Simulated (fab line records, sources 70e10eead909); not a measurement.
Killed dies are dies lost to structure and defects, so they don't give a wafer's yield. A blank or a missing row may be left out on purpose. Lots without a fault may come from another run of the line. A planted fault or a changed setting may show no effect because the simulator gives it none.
Which tool did it? | flow nand_harc | 12 lots, 36 wafers sampled, at 5 steps of a route of 1159

WHAT THE GAUGES READ, wafer by wafer
NHARC_END_SORT_01.
lot  | measured     | on        | killed_at_array | killed_at_other | killed_at_periphery | killed_dies | killed_open | killed_short
L392 | day 26 23:06 | prober-02 | 572 22 25       | 0 0 0           | 2 0 2               | 574 22 27   | 2 1 3       | 3 2 2
L396 | day 27 03:19 | prober-01 | 556 43 26       | 0 0 0           | 3 6 3               | 559 49 29   | 6 3 3       | 0 3 2
L393 | day 28 06:14 | prober-02 | 42 47 49        | 0 0 0           | 4 3 2               | 46 50 51    | 7 10 2      | 4 0 1

WHICH TOOL RAN EACH LOT (tool, then ch and the chambers of the sampled wafers, then the start)
lot  | NHARC_A_CONTACT_ETCH_77                       | NHARC_A_CONTACT_ETCH_78            | NHARC_A_CONTACT_ETCH_128             | NHARC_A_CONTACT_ETCH_132
L381 | rie_diel-05 ch 1,2, day 20 08:42 or earlier   | rie_diel-05 ch 2,3, day 20 08:42   | har_cap_etch-03 ch 0,1, day 20 09:50 | har_cap_etch-03 ch 0,1, day 20 10:24
L382 | rie_diel-06 ch 1,2, day 20 13:11 or earlier   | rie_diel-06 ch 0,3, day 20 13:11   | har_cap_etch-03 ch 0,1, day 20 14:17 | har_cap_etch-03 ch 0,1, day 20 14:51
L389 | rie_diel-06 ch 0,3, day 20 19:10 or earlier   | rie_diel-06 ch 0,3, day 20 19:10   | har_cap_etch-02 ch 0,1, day 20 20:19 | har_cap_etch-02 ch 0,1, day 20 20:53
L387 | rie_diel-05 ch 1,2,3, day 20 19:54 or earlier | rie_diel-05 ch 0,3, day 20 19:54   | har_cap_etch-01 ch 0,1, day 20 21:16 | har_cap_etch-01 ch 0,1, day 20 22:02
L388 | rie_diel-04 ch 1,3, day 21 05:58 or earlier   | rie_diel-04 ch 0,2,3, day 21 05:58 | har_cap_etch-01 ch 0,1, day 21 07:08 | har_cap_etch-01 ch 0,1, day 21 07:42
L390 | rie_diel-06 ch 0,2, day 21 12:37 or earlier   | rie_diel-06 ch 0,1,2, day 21 12:37 | har_cap_etch-03 ch 1, day 21 14:14   | har_cap_etch-03 ch 1, day 21 15:15
L392 | rie_diel-06 ch 1,2,3, day 22 13:25 or earlier | rie_diel-06 ch 0,2, day 22 13:25   | har_cap_etch-03 ch 0,1, day 22 14:34 | har_cap_etch-03 ch 0,1, day 22 15:07
L396 | rie_diel-06 ch 0,1,2, day 22 16:17 or earlier | rie_diel-06 ch 0,3, day 22 16:17   | har_cap_etch-03 ch 0, day 22 17:25   | har_cap_etch-03 ch 0, day 22 17:59
L399 | rie_diel-04 ch 0,1,3, day 23 03:29 or earlier | rie_diel-04 ch 0,2,3, day 23 03:29 | har_cap_etch-01 ch 0,1, day 23 04:38 | har_cap_etch-01 ch 0,1, day 23 05:13
L401 | rie_diel-05 ch 1,2,3, day 23 08:26 or earlier | rie_diel-05 ch 0,1,3, day 23 08:26 | har_cap_etch-01 ch 1, day 23 09:35   | har_cap_etch-01 ch 1, day 23 10:09
L393 | rie_diel-05 ch 0,2,3, day 23 20:38 or earlier | rie_diel-05 ch 1,3, day 23 20:38   | har_cap_etch-01 ch 0,1, day 23 21:47 | har_cap_etch-01 ch 0,1, day 23 22:22
L404 | rie_diel-05 ch 0,1,3, day 24 07:36 or earlier | rie_diel-05 ch 1,2,3, day 24 07:36 | har_cap_etch-01 ch 0,1, day 24 08:46 | har_cap_etch-01 ch 0,1, day 24 09:20
- NHARC_A_CONTACT_ETCH_77: etches the open film in CF4/CHF3, target depth 72.6 nm, time 36.3 s.
- NHARC_A_CONTACT_ETCH_78: etches the open film in O2/COS, target depth 2800 nm, time 728 s.
- NHARC_A_CONTACT_ETCH_128: etches the open film in C4F8/O2/Ar, time 155 s, target depth 956 nm.
- NHARC_A_CONTACT_ETCH_132: etches the open film in C4F8/O2/Ar, time 156 s, target depth 958 nm.

WHAT THE TOOLS THEMSELVES READ (means of the sampled wafers that have a number; where no wafer has one, the mark that the record gives instead)
NHARC_A_CONTACT_ETCH_77.
lot  | tool        | chamber_pressure_mTorr (mTorr) | drypump_motor_current_A (A) | oes_product_au (a.u.) | rf_vpp_V (V) | showerhead_plenum_p_Torr (Torr) | throttle_valve_pct (%)
L381 | rie_diel-05 | 25.006                         | 6.3                         | 0.917                 | 371.3        | 1.59                            | 16.807
L382 | rie_diel-06 | 24.995                         | 5.2                         | 0.928                 | 369.7        | 1.54                            | 16.801
L389 | rie_diel-06 | 24.980                         | 6.2                         | 0.912                 | 371.4        | 1.63                            | 16.801
L387 | rie_diel-05 | 25.007                         | 6.0                         | 0.924                 | 369.1        | 1.55                            | 16.805
L388 | rie_diel-04 | 24.998                         | 5.2                         | 0.961                 | 372.5        | 1.64                            | 16.806
L390 | rie_diel-06 | 25.008                         | 6.2                         | 0.961                 | 370.6        | 1.56                            | 16.801
L392 | rie_diel-06 | 25.008                         | 5.4                         | 0.912                 | 371.6        | 1.60                            | 16.809
L396 | rie_diel-06 | 25.000                         | 5.7                         | 0.916                 | 370.5        | 1.58                            | 16.806
L399 | rie_diel-04 | 25.009                         | 5.6                         | 0.928                 | 370.2        | 1.58                            | 16.798
L401 | rie_diel-05 | 24.998                         | 6.0                         | 0.936                 | 369.9        | 1.54                            | 16.799
L393 | rie_diel-05 | 24.985                         | 5.7                         | 0.957                 | 370.3        | 1.55                            | 16.803
L404 | rie_diel-05 | 25.004                         | 5.6                         | 0.924                 | 369.3        | 1.52                            | 16.806

NHARC_A_CONTACT_ETCH_78.
lot  | tool        | chamber_pressure_mTorr (mTorr) | drypump_motor_current_A (A) | oes_product_au (a.u.) | rf_vpp_V (V) | showerhead_plenum_p_Torr (Torr) | throttle_valve_pct (%)
L381 | rie_diel-05 | 19.997                         | 5.8                         | 0.997                 | 312.9        | 3.05                            | 28.323
L382 | rie_diel-06 | 19.979                         | 6.2                         | 0.999                 | 316.6        | 3.23                            | 28.328
L389 | rie_diel-06 | 20.004                         | 6.2                         | 0.996                 | 315.7        | 3.23                            | 28.331
L387 | rie_diel-05 | 19.985                         | 5.4                         | 0.995                 | 313.1        | 3.06                            | 28.336
L388 | rie_diel-04 | 20.007                         | 6.0                         | 1.003                 | 314.7        | 3.14                            | 28.328
L390 | rie_diel-06 | 19.995                         | 5.7                         | 1.002                 | 314.8        | 3.14                            | 28.334
L392 | rie_diel-06 | 19.998                         | 5.8                         | 0.946                 | 312.4        | 3.02                            | 28.327
L396 | rie_diel-06 | 20.008                         | 6.2                         | 0.938                 | 314.5        | 3.22                            | 28.323
L399 | rie_diel-04 | 19.999                         | 6.0                         | 1.000                 | 314.0        | 3.13                            | 28.329
L401 | rie_diel-05 | 19.998                         | 5.6                         | 0.981                 | 312.6        | 3.03                            | 28.335
L393 | rie_diel-05 | 19.995                         | 5.7                         | 0.988                 | 312.1        | 2.98                            | 28.334
L404 | rie_diel-05 | 19.998                         | 6.0                         | 0.992                 | 313.0        | 3.06                            | 28.325

NHARC_A_CONTACT_ETCH_128.
lot  | tool            | chamber_pressure_mTorr (mTorr)
L381 | har_cap_etch-03 | 19.999
L382 | har_cap_etch-03 | 20.002
L389 | har_cap_etch-02 | 20.015
L387 | har_cap_etch-01 | 19.998
L388 | har_cap_etch-01 | 19.998
L390 | har_cap_etch-03 | 20.006
L392 | har_cap_etch-03 | 20.013
L396 | har_cap_etch-03 | 19.993
L399 | har_cap_etch-01 | 19.997
L401 | har_cap_etch-01 | 20.014
L393 | har_cap_etch-01 | 20.005
L404 | har_cap_etch-01 | 19.995

NHARC_A_CONTACT_ETCH_132.
lot  | tool            | chamber_pressure_mTorr (mTorr)
L381 | har_cap_etch-03 | 20.014
L382 | har_cap_etch-03 | 19.996
L389 | har_cap_etch-02 | 19.991
L387 | har_cap_etch-01 | 19.989
L388 | har_cap_etch-01 | 20.008
L390 | har_cap_etch-03 | 20.016
L392 | har_cap_etch-03 | 20.030
L396 | har_cap_etch-03 | 19.971
L399 | har_cap_etch-01 | 20.005
L401 | har_cap_etch-01 | 19.999
L393 | har_cap_etch-01 | 20.009
L404 | har_cap_etch-01 | 19.981

THE ANSWER, worked out from the rows above alone
Rule: what is usual is taken from the lots themselves. Put in order of their means at a reading, lots are off if they are a third of the lots or fewer, leave a main group of 4 or more, and stand apart from it by a gap of 3 or more times the standard deviation of the main group's means; of several such gaps the widest counts. A main group whose means are all the same, to the digits that the tables above print for the reading, isn't used. A lot without any number at a reading at which 4 lots or more have one is off too. The other lots that the step has rows for count as sound. The gauges are gone through in route order, then the tools' own readings, and for those a lot's mean is taken as printed above. The first step at which some lot is off is used, and at that step the reading that is off furthest; a lot without a number counts as furthest.
Off: L392, L396, at NHARC_A_CONTACT_ETCH_78 (oes_product_au). The main group: mean 0.995 a.u., standard deviation 0.0064.
A tool fits if, at that step or a process step before it, it ran every lot that is off, and no sound lot after the first of them. NHARC_A_CONTACT_ETCH_77 gives no start for some lots, so the hours and the order of its lots are those of NHARC_A_CONTACT_ETCH_78. One fits: rie_diel-06 at NHARC_A_CONTACT_ETCH_77 and NHARC_A_CONTACT_ETCH_78. At NHARC_A_CONTACT_ETCH_77 its last sound lot is L390 (day 21 12:37), its first lot that is off L392 (day 22 13:25): a fault that began between those two fits.

WHAT THE SIMULATOR HAD PUT IN
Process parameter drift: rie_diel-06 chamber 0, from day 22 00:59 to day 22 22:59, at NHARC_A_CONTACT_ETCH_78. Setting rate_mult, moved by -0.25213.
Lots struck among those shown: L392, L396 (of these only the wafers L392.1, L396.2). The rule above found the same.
